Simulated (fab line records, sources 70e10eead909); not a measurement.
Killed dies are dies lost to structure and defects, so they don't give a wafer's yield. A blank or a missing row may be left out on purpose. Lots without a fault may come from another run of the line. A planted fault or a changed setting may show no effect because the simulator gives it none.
Tool commonality check | flow nand_harc | 12 lots, 36 wafers sampled

WHY IT WAS OPENED
At NHARC_P_ZERO_WELL_CD_MEAS_52 the reading cd_nm is flagged on 1 of 12 lots. Wafers without a fault read 2000.6 nm, standard deviation 1.3.
Rule: a lot is flagged when every wafer of it that has a number lies more than 4 standard deviations from that mean, or none has a number. The other lots count as sound.

lot  | measured     | on        | cd_nm (nm), wafer by wafer | flag
L792 | day 2 01:40  | cd_sem-01 | 2000.3 2000.2 2001.2       |
L798 | day 4 13:39  | cd_sem-02 | 1953.8 1954.3 1953.4       | FLAGGED
L801 | day 5 19:54  | cd_sem-02 | 1999.8 2000.6 1999.4       |
L802 | day 6 05:50  | cd_sem-02 | 2001.0 2002.9 2003.4       |
L806 | day 7 21:36  | cd_sem-01 | 2000.1 2000.5 1999.2       |
L807 | day 8 07:46  | cd_sem-02 | 2003.0 2003.3 2001.3       |
L808 | day 8 17:29  | cd_sem-01 | 2002.3 2000.4 2003.0       |
L811 | day 10 00:08 | cd_sem-02 | 2000.8 2001.6 2000.9       |
L812 | day 10 09:37 | cd_sem-03 | 1999.1 1998.4 1998.5       |
L813 | day 10 19:58 | cd_sem-01 | 2002.8 2001.9 2002.9       |
L815 | day 11 16:01 | cd_sem-02 | 2003.6 1999.0 2001.0       |
L814 | day 12 12:08 | cd_sem-01 | 2000.6 2002.1 2000.3       |
The numbers of the flagged lots are 1953.8 nm on average: -46.8 nm against the usual, or -36 standard deviations.

WHICH TOOL RAN EACH LOT
The record holds 1 process step before the reading, out of a route of 1302 steps. In each cell: the tool, then ch and the chambers that the sampled wafers went through, then the start.
lot  | flag    | NHARC_P_ZERO_WELL_EXPOSE_49
L792 |         | krf_scanner-02 ch 0, day 2 01:31
L798 | FLAGGED | krf_scanner-02 ch 0, day 4 13:29
L801 |         | krf_scanner-02 ch 0, day 5 19:44
L802 |         | krf_scanner-01 ch 0, day 6 05:40
L806 |         | krf_scanner-02 ch 0, day 7 21:26
L807 |         | krf_scanner-02 ch 0, day 8 07:36
L808 |         | krf_scanner-01 ch 0, day 8 17:20
L811 |         | krf_scanner-02 ch 0, day 9 23:59
L812 |         | krf_scanner-02 ch 0, day 10 09:28
L813 |         | krf_scanner-02 ch 0, day 10 19:49
L815 |         | krf_scanner-04 ch 0, day 11 15:52
L814 |         | krf_scanner-01 ch 0, day 12 11:59
What these steps do:
- NHARC_P_ZERO_WELL_EXPOSE_49: exposes mask P HVPW, target cd 2000 nm.
- NHARC_P_ZERO_WELL_CD_MEAS_52: target cd 2000 nm.

FLAGGED OVER TOTAL, TOOL BY TOOL (the gauges that took the reading come last)
step                         | tool           | lots run | flagged | share of the flagged lots | sound lots run after its first flagged lot
NHARC_P_ZERO_WELL_EXPOSE_49  | krf_scanner-01 | 3        | 0       | none                      | -
NHARC_P_ZERO_WELL_EXPOSE_49  | krf_scanner-02 | 8        | 1       | all                       | 6 (L801,L806,L807,L811,L812,L813)
NHARC_P_ZERO_WELL_EXPOSE_49  | krf_scanner-04 | 1        | 0       | none                      | -
NHARC_P_ZERO_WELL_CD_MEAS_52 | cd_sem-01      | 5        | 0       | none                      | -
NHARC_P_ZERO_WELL_CD_MEAS_52 | cd_sem-02      | 6        | 1       | all                       | 5 (L801,L802,L807,L811,L815)
NHARC_P_ZERO_WELL_CD_MEAS_52 | cd_sem-03      | 1        | 0       | none                      | -

WHAT THE TABLE ALLOWS
2 rows of the table ran every flagged lot: krf_scanner-02 at NHARC_P_ZERO_WELL_EXPOSE_49, cd_sem-02 at NHARC_P_ZERO_WELL_CD_MEAS_52.
- krf_scanner-02 at NHARC_P_ZERO_WELL_EXPOSE_49: 1 of its 8 lots flagged. Sound lots ran on it after the first flagged one (L801, L806, L807, L811, L812, L813), which a lasting fault on the whole tool wouldn't allow.
- cd_sem-02 at NHARC_P_ZERO_WELL_CD_MEAS_52: 1 of its 6 lots flagged. Sound lots ran on it after the first flagged one (L801, L802, L807, L811, L815), which a lasting fault on the whole tool wouldn't allow.
No row of the table ran every flagged lot and no sound lot after the first.

WHAT THE SIMULATOR HAD PUT IN
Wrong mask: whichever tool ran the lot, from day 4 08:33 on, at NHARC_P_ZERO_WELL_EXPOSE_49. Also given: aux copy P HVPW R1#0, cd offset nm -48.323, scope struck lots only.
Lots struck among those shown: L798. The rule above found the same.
